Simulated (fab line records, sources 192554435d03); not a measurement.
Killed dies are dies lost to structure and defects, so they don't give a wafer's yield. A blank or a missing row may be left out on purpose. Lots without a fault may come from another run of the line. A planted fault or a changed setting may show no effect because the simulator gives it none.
fab line records | flow n5_finfet
record lots=3 wafers=9 last_day=17
route steps=1938 shown BEOL_M4@1099 BEOL_M5@1112 PAD_METAL@1895 PASSIVATION@1936
lots that met no fault: from a run of the same line without faults
start_h: hours from the record's first day to the start of the lot's first wafer shown | wait_h: hours since the lot's step before | " the same as in the row above | L1.1+2: a row that stands for several wafers | - no value, or no start given | * or withheld: withheld | < > ~ a bound
route shown NAME@n: a module of which the file shows steps, and the number in the route of the first | usual: mean/standard deviation of fault-free wafers | same: alike in all rows | chamber/n: place in a boat | sites: the reading at each site | _std_site: their standard deviation | _edge_site: outer sites' mean less inner sites' | radius_mm: how far each site lies from the wafer's centre | mask NAME#n: copy n | behind: the tool/chamber that last shaped the wafer | hold: why the lot was held/for how many hours/how that ended | device: the transistor (n, p or np) that didn't switch | end of line: the same wafers' tests at the end of the route | a step without rows: its recipe alone | killed: dies lost to structure and defects at the first sort, not the wafer's yield | map: a wafer's dies, x killed, . not, _ none there
set.NAME: the setting as run; set.NAME@STEP: as run at that earlier step | model.NAME: the simulator's own value behind a step, which no gauge read
lots at some steps of the route; a table a step, a row a wafer
## steps
# step N5_BEOL_M4_ANNEAL_95
# recipe temp_c=400 time_s=240 ambient=vacuum
# step N5_BEOL_M4_SPUTTER_96
# recipe material=Cu target_thk_a=45 temp_c=-20 chamber_pressure_pa=0.07 power_w=withheld time_s=8.29
# step N5_BEOL_M4_ECD_50
# recipe material=Cu target_thk_a=3000
# step N5_BEOL_M4_ANNEAL_51
# recipe temp_c=225 time_s=90 ambient=N2
# step N5_BEOL_M4_CMP_52
# recipe stop_on=SiOC t_overpolish_s=6.8 down_force_psi=1 platen_rpm=50 clearing_platen_down_force_psi=1.5 clearing_platen_rpm=50 post_cmp_clean=cu_alkaline target_thk_nm=40 clearing_platen_pad_velocity_m_s=0.99484 pad_velocity_m_s=0.99484
# step N5_BEOL_M4_PRE_CLEAN_60
# recipe gas=NH3/H2 time_s=15 temp_c=* rf_power_w=300
# step N5_BEOL_M4_CO_CAP_55
# recipe material=Co target_thk_a=20 temp_c=200 precursor=CCTBA/H2 pressure_torr=30 time_s=102.1
# step N5_BEOL_M4_PRE_CLEAN_56
# recipe gas=NH3 time_s=15 temp_c=withheld rf_power_w=300
# step N5_BEOL_M4_DEP_57
# recipe material=SiCN target_thk_a=80 temp_c=withheld precursor=3MS/NH3 pressure_torr=3 rf_w=202 time_s=14
# step N5_BEOL_M4_RC_MEAS_101
# usual DIBL_N=35.9/1.6 DIBL_P=35.6/2.1 IOFF_N=0.149/0.029 IOFF_P=0.20/0.033 ION_N=671/11 ION_P=460/7.3 SS_N=71.4/0.62 SS_P=73.2/0.65 VT_N=251/3.1 VT_P=-251/3.4
# columns lot.wafer tool chamber start_h wait_h DIBL_N[mV/V] DIBL_P[mV/V] IOFF_N[nA/um] IOFF_P[nA/um] ION_N[uA/um] ION_P[uA/um] SS_N[mV/dec] SS_P[mV/dec] VT_N[mV] VT_P[mV]
L805.1 prober-02 0 205.27 0.0 36.8 36.5 0.165 0.25 679 473 71.7 73.8 249 -248
L805.3 " 0 " " 36.9 36.4 0.173 0.25 684 476 70.7 73.4 248 -247
L805.4 " 0 " " 37.4 37.0 0.172 0.26 681 474 71.9 74.2 249 -247
L809.1 prober-01 0 236.34 0.0 34.7 33.5 0.129 0.20 663 460 71.4 73.7 251 -249
L809.3 " 0 " " 34.8 33.8 0.125 0.22 653 463 71.2 73.2 254 -249
L809.6 " 0 " " 35.6 33.3 0.139 0.22 661 454 71.1 72.9 251 -246
L821.2 prober-02 0 303.91 0.2 39.4 39.3 0.237 0.26 691 466 73.0 74.6 247 -247
L821.4 " 0 " " 33.0 32.5 0.124 0.16 677 458 70.6 72.5 251 -251
L821.6 " 0 " " 36.5 35.8 0.169 0.20 688 464 71.6 73.4 249 -251
# step N5_BEOL_M5_ILD_DEP_00
# recipe material=SiCOH_lowk target_thk_a=1406.4 temp_c=300 precursor=DEMS/porogen pressure_torr=5 rf_w=500 time_s=25.9
# step N5_BEOL_M5_CURE_79
# recipe temp_c=385 time_s=240 ambient=He/Ar material=SiCOH_lowk
# step N5_BEOL_M5_PECVD_70
# recipe material=SiO2 target_thk_a=160 temp_c=400 precursor=TEOS/O2 pressure_torr=5.5 rf_w=450 teos_flow_sccm=53.8 gas=O2 flow_sccm=3000 time_s=18
# step N5_BEOL_M5_HM_DEP_02
# recipe material=TiN target_thk_a=200 temp_c=25 chamber_pressure_pa=0.49996
# step N5_BEOL_M5_COAT_59
# recipe resist=SOC temp_c=250 time_s=60 spin_rpm=1500 resist_thk_nm=60
# step N5_BEOL_M5_COAT_60
# recipe resist=SiARC temp_c=220 time_s=60 spin_rpm=1500 resist_thk_nm=12
# step N5_BEOL_M5_COAT_71
# recipe resist=underlayer temp_c=205 time_s=60 spin_rpm=1500 resist_thk_nm=5
# step N5_BEOL_M5_COAT_05
# recipe resist=CAR-EUV spin_rpm=1500 resist_thk_nm=30
# step N5_BEOL_M5_EBR_07
# recipe solvent=PGMEA ebr_width_mm=1.5
# step N5_BEOL_M5_SOFTBAKE_06
# recipe temp_c=110 time_s=60 resist=CAR-EUV
# step N5_BEOL_M5_EXPOSE_08
# recipe mask_id=M5 na=0.33 source_shape=annular sigma_inner=0.4 sigma_outer=0.8 polarization=unpolarized target_cd_nm=28 dose_mj=35.75
# step N5_BEOL_M5_PEB_09
# recipe peb_temp_c=100 peb_time_s=60 resist=CAR-EUV
# step N5_BEOL_M5_DEVELOP_10
# recipe develop_time_s=30 developer=TMAH resist=CAR-EUV rinse_liquid=surfactant_rinse dry=air_spin dev_temp_c=23
# step N5_BEOL_M5_DESCUM_16
# recipe chemistry=O2 time_s=7 source_power_w=50 bias_power_w=20 pressure_mtorr=20 rf_frequency_hz=2.712e+07 temp_c=40 resist=CAR-EUV o2_flow_sccm=225
# step N5_BEOL_M5_ETCH_72
# recipe chemistry=N2/H2 target=underlayer target_depth_a=65 mask_material=CAR-EUV time_s=5.2 ion_energy_ev=200 pressure_mtorr=30 source_w=840 bias_w=150 n2_flow_sccm=200 h2_flow_sccm=200 ends=cleared
# step N5_BEOL_M5_ETCH_61
# recipe chemistry=CF4 target=SiARC target_depth_a=156 mask_material=CAR-EUV time_s=26 ion_energy_ev=80 pressure_mtorr=40 source_w=545 bias_w=36 Ar_flow_sccm=100 cf4_flow_sccm=100 ends=cleared
# step N5_BEOL_M5_ETCH_62
# recipe chemistry=N2/H2 target=SOC target_depth_a=750 overetch_a=150 mask_material=SiARC temp_c=40 time_s=112.5 ion_energy_ev=200 pressure_mtorr=30 source_w=840 bias_w=150 n2_flow_sccm=200 h2_flow_sccm=200
# step N5_BEOL_M5_STRIP_63
# recipe chemistry=N2/H2 temp_c=40 n2_flow_sccm=200 h2_flow_sccm=200 rf_frequency_hz=6e+07
# step N5_BEOL_M5_STRIP_73
# recipe chemistry=N2/H2 temp_c=40 n2_flow_sccm=200 h2_flow_sccm=200 rf_frequency_hz=6e+07
# step N5_BEOL_M5_STRIP_64
# recipe chemistry=CF4 resist=SiARC power_w=300 bias_power_w=75 pressure_mtorr=50 cf4_flow_sccm=150 rf_frequency_hz=6e+07
# step N5_BEOL_M5_HM_OPEN_17
# recipe chemistry=Cl2/BCl3 target_depth_a=200 overetch_a=60 target=TiN mask_material=SOC ion_energy_ev=150 pressure_mtorr=10 icp_w=1000 bias_w=126 Cl2_flow_sccm=53.25 bcl3_flow_sccm=21.75 Ar_flow_sccm=25
# step N5_BEOL_M5_STRIP_19
# recipe chemistry=O2 power_w=400 temp_c=40 pressure_mtorr=30 rf_frequency_hz=6e+07 bias_power_w=0 overash_fraction=0.2 o2_flow_sccm=225
# step N5_BEOL_M5_COAT_65
# recipe resist=SOC temp_c=250 time_s=60 spin_rpm=1500 resist_thk_nm=60
# step N5_BEOL_M5_COAT_66
# recipe resist=SiARC temp_c=220 time_s=60 spin_rpm=1500 resist_thk_nm=12
# step N5_PASSIVATION_SPUTTER_20
# recipe material=TaN target_thk_a=500 temp_c=25 chamber_pressure_pa=0.4
# usual chamber_pressure_pa=0.4000/0.00085 substrate_temp_c=25.00/0.11 throttle_valve_pct=29.9/1.3
# columns lot.wafer tool chamber start_h wait_h chamber_pressure_pa substrate_temp_c throttle_valve_pct model.TaN_of_PASSIVATION_SPUTTER_20.thk_nm
L805.1 pvd_sputter-01 - 300.67 0.0 0.4006 24.89 29.0 49.4
L805.3 " - " " 0.4005 25.17 30.8 49.4
L805.4 " - " " 0.4012 25.05 31.0 49.2
L809.1 pvd_sputter-01 - 326.86 0.0 0.4015 25.00 30.9 91.8
L809.3 " - " " 0.4005 25.06 29.1 50.4
L809.6 " - " " 0.4003 24.95 29.7 49.8
L821.2 pvd_sputter-03 - 401.52 0.0 0.3981 24.87 30.5 49.6
L821.4 " - " " 0.3996 25.00 30.3 49.6
L821.6 " - " " 0.4005 24.98 32.0 49.6
# step N5_PASSIVATION_PROBE_49
# usual defect_limited_yield=90.9/1.5 killed_at_M0_to_M3=36/9.9 killed_at_M4_up=13/4.5 killed_at_contacts=13/6.4 killed_at_front_end=42/12 killed_at_other=3.4/3 killed_dies=107/18 killed_on_rim=14/4.3 killed_open=69/13 killed_short=35/8.2 sort_bin_5_function=5.3/1.1 sort_bin_6_memory=3.4/0.69 sort_n_pass=1073/18 sort_yield_pct=90.9/1.5
# same gross_dies=1180 killed_at_back_side=0 sort_bin_4_leakage[%]=0 sort_bin_8_speed[%]=0
# columns lot.wafer tool chamber start_h wait_h defect_limited_yield[%] killed_at_M0_to_M3 killed_at_M4_up killed_at_contacts killed_at_front_end killed_at_other killed_dies killed_on_rim killed_open killed_short sort_bin_5_function[%] sort_bin_6_memory[%] sort_n_pass sort_yield_pct[%]
L809.1 prober-01 - 333.57 0.0 0 46 17 6 28 1083 1180 152 60 37 4.6 3.4 0 0
# killed by level:class
L809.1 PAD_METAL:area_sputter=1083 BEOL_M2:geometric_particle:open=13 FIN_SAQP:geometric_particle:short=9 BEOL_M0_SAQP:geometric_particle:short=9 FIN_SAQP:geometric_particle:open=6 MOL_CONTACT_COAG:geometric_particle:open=6 BEOL_M3:geometric_particle:open=6 BEOL_M1:geometric_particle:open=5
# map L809.1 (x killed, . not)
_________________xxxxxxxxxxxx________________
______________xxxxxxxxxxxxxxxxxx_____________
___________xxxxxxxxxxxxxxxxxxxxxxxx__________
__________xxxxxxxxxxxxxxxxxxxxxxxxxx_________
________xxxxxxxxxxxxxxxxxxxxxxxxxxxxxx_______
_______xxxxxxxxxxxxxxxxxxxxxxxxxxxxxxxx______
______xxxxxxxxxxxxxxxxxxxxxxxxxxxxxxxxxx_____
_____xxxxxxxxxxxxxxxxxxxxxxxxxxxxxxxxxxxx____
____xxxxxxxxxxxxxxxxxxxxxxxxxxxxxxxxxxxxxx___
___xxxxxxxxxxxxxxxxxxxxxxxxxxxxxxxxxxxxxxxx__
___xxxxxxxxxxxxxxxxxxxxxxxxxxxxxxxxxxxxxxxx__
__xxxxxxxxxxxxxxxxxxxxxxxxxxxxxxxxxxxxxxxxxx_
__xxxxxxxxxxxxxxxxxxxxxxxxxxxxxxxxxxxxxxxxxx_
_xxxxxxxxxxxxxxxxxxxxxxxxxxxxxxxxxxxxxxxxxxxx
_xxxxxxxxxxxxxxxxxxxxxxxxxxxxxxxxxxxxxxxxxxxx
_xxxxxxxxxxxxxxxxxxxxxxxxxxxxxxxxxxxxxxxxxxxx
_xxxxxxxxxxxxxxxxxxxxxxxxxxxxxxxxxxxxxxxxxxxx
_xxxxxxxxxxxxxxxxxxxxxxxxxxxxxxxxxxxxxxxxxxxx
_xxxxxxxxxxxxxxxxxxxxxxxxxxxxxxxxxxxxxxxxxxxx
_xxxxxxxxxxxxxxxxxxxxxxxxxxxxxxxxxxxxxxxxxxxx
_xxxxxxxxxxxxxxxxxxxxxxxxxxxxxxxxxxxxxxxxxxxx
__xxxxxxxxxxxxxxxxxxxxxxxxxxxxxxxxxxxxxxxxxx_
__xxxxxxxxxxxxxxxxxxxxxxxxxxxxxxxxxxxxxxxxxx_
___xxxxxxxxxxxxxxxxxxxxxxxxxxxxxxxxxxxxxxxx__
___xxxxxxxxxxxxxxxxxxxxxxxxxxxxxxxxxxxxxxxx__
____xxxxxxxxxxxxxxxxxxxxxxxxxxxxxxxxxxxxxx___
_____xxxxxxxxxxxxxxxxxxxxxxxxxxxxxxxxxxxx____
______xxxxxxxxxxxxxxxxxxxxxxxxxxxxxxxxxx_____
_______xxxxxxxxxxxxxxxxxxxxxxxxxxxxxxxx______
________xxxxxxxxxxxxxxxxxxxxxxxxxxxxxx_______
__________xxxxxxxxxxxxxxxxxxxxxxxxxx_________
___________xxxxxxxxxxxxxxxxxxxxxxxx__________
______________xxxxxxxxxxxxxxxxxx_____________
_________________xxxxxxxxxxxx________________
# map L805.4 (x killed, . not)
_________________...x.......x________________
______________..........xx.x...._____________
___________......x.............x...__________
__________..x..xx.x......x.x.xx....._________
________..........xx.x...x........x..._______
_______....x..................x.......x______
______....x.....x..........x............_____
_____.....x..x..x.......x.x.............x____
____x..........x..x.......................___
___.....x...x.x.........x...x............xx__
___x.x...x..................x............x.__
__.x...x............x.x.x.........x........._
__...........................xx.xx.......x.._
_........................x..........x.x...x..
_..................x...........xx........x...
_.....x..x.......................xx.......x..
_x...x.....x.x....x.............x............
_....x.........x........x.......x.x..xxx....x
_........x..x...........x....................
_....x..x.............x.x...............x...x
_................x......................x...x
__..................xx.................x...._
__...........................x...x.......x.._
___.x...x...x.........x..........xx.....x..__
___.........x..........................x...__
____..............x...........x...........___
_____.............................x......____
______........x................x...x...._____
_______...................x..x.........______
________....x..xx.......x............._______
__________.......x.....x.x..x...x..._________
___________x.......x....x..........__________
______________.......x.......x.._____________
_________________x.....x...x.________________
## key
first_sign step=N5_PASSIVATION_PROBE_49 reading=killed_at_other direction=up sigmas=99+ usual=3.4 struck=1083
effect step=N5_PASSIVATION_PROBE_49 reading=killed_dies direction=up sigmas=59 usual=107 struck=1180
model_effect step=N5_PASSIVATION_SPUTTER_20 value=TaN_of_PASSIVATION_SPUTTER_20.thk_nm without=50.4 struck=91.8
more_kills_born_at N5_PASSIVATION_SPUTTER_20@pvd_sputter-01=1083
met_at N5_PASSIVATION_SPUTTER_20
struck_wafers L809.1
later_rows_left_out L809.1
onset_between 300.67 326.86
fault kind=process_parameter_drift tool=pvd_sputter-01 chamber=- onset_h=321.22 steps=N5_PASSIVATION_SPUTTER_20 channel=target_thk_a offset=* shape=step end_h=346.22 acts_in=* stated=* scope=struck_wafers_only
# later_rows_left_out: the simulator's readings of these wafers behind a module that went badly wrong aren't trusted and aren't shown, but for the sort
